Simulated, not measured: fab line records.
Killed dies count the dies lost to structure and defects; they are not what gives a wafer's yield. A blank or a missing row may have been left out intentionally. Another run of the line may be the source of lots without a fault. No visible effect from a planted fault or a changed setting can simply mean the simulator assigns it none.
Problem report, 8D (eight disciplines) form, completed by code -- flow n5 finfet -- the parts of the form that need people (team, actions taken, sign-off) are left out

== 1. THE ISSUE ==
cd nm at N5_FIN_SAQP_CD_MEAS_27 reads a mean of 15.90 nm on 6 wafers of 2 lots; wafers without a fault read 20.36 nm with a standard deviation of 0.25. Measured from the usual mean, that is -18 standard deviations.
The step: target cd 20 nm.
First observed at day 5 09:29: wafer L363.3, on cd sem-01. At this step, 37 wafers from 14 lots have a number in the record. The rule behind "out" and "out of limits": a value lying over 4 standard deviations away from the usual mean. All remaining wafers that have a number are taken as sound.

== 2. WHAT IT IS, AND WHAT IT ISN'T ==
question,is,is not
which readings at this step,cd nm,-
which lots,"L363, L365","L350, L351, L352, L353, L354, L355, L356, L357, L358, L359, L372, L373"
which wafers of those lots,all that have a number,-
read on which gauges,"cd sem-01, cd sem-02",cd sem-03
when,from day 5 09:29,"up to then (25 sound wafers); but 6 sound wafers of L372, L373 came after"

== 3. THE SUSPECTS, EACH WITH WHAT RULES IT OUT ==
Counting: a tool stays on the suspect list if, at a process step up to the reading, it processed all lots that are out and no sound lot following the first of them.
- the gauge at N5_FIN_SAQP_CD_MEAS_27 is ruled out. 2 gauges (cd sem-01, cd sem-02) read the wafers that are out.
- pecvd-01 at N5_FIN_SAQP_HM_DEP_72 (deposits SiO2 from SiH4/N2O, target thk 12 nm, time 7.2 s): kept. All lots that are out passed through it, beginning with L363 at day 5 06:41, and no sound lot followed; its final sound lot before that point was L351 at day 2 03:01.
- ald sin-01 at N5_FIN_SAQP_SPACER1_ALD_24 (deposits SiO2, target thk 20.3 nm, pulse time 1 s, purge time 2 s): kept. All lots that are out passed through it, beginning with L363 at day 5 08:34, and no sound lot followed; its final sound lot before that point was L358 at day 3 23:55.
The count leaves ald sin-01 at N5_FIN_SAQP_SPACER1_ALD_24 and pecvd-01 at N5_FIN_SAQP_HM_DEP_72.

== 4. THE CAUSE (what the simulator had put in) ==
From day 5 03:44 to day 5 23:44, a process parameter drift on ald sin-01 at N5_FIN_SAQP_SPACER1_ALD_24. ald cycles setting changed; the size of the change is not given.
After counting, 2 suspects remain, this tool included.

== 5. THE CHAIN OF EFFECTS, in route order ==
Each row: a reading where the mean over the struck wafers with a number is more than 3 standard deviations away from the usual. Only readings for which the record gives a usual standard deviation are gone through. hours: the time from each lot's start at the first step in this table that gives one to its start at this step, as a median over the lots. sigmas: the change in usual standard deviations.
hours,step,reading,usual,on struck wafers,change,sigmas
0,N5_FIN_SAQP_CD_MEAS_27,cd nm,20.36 nm,15.90,-4.46,-18

== 6. HOW IT WOULD HAVE BEEN CAUGHT EARLIER ==
6 hours passed between the start of the fault at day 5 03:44 and the first reading out of limits at a measuring or inspecting step in this record, taken at day 5 09:29.
Of the tool readings at N5_FIN_SAQP_SPACER1_ALD_24 for which the record gives a usual standard deviation, none was out on any struck wafer, so an alarm limit of 4 standard deviations on them would not have fired.
Of the lots that are out (2), L365 began N5_FIN_SAQP_SPACER1_ALD_24 on ald sin-01 after day 5 09:29. Holding the tool at that time would have saved it.
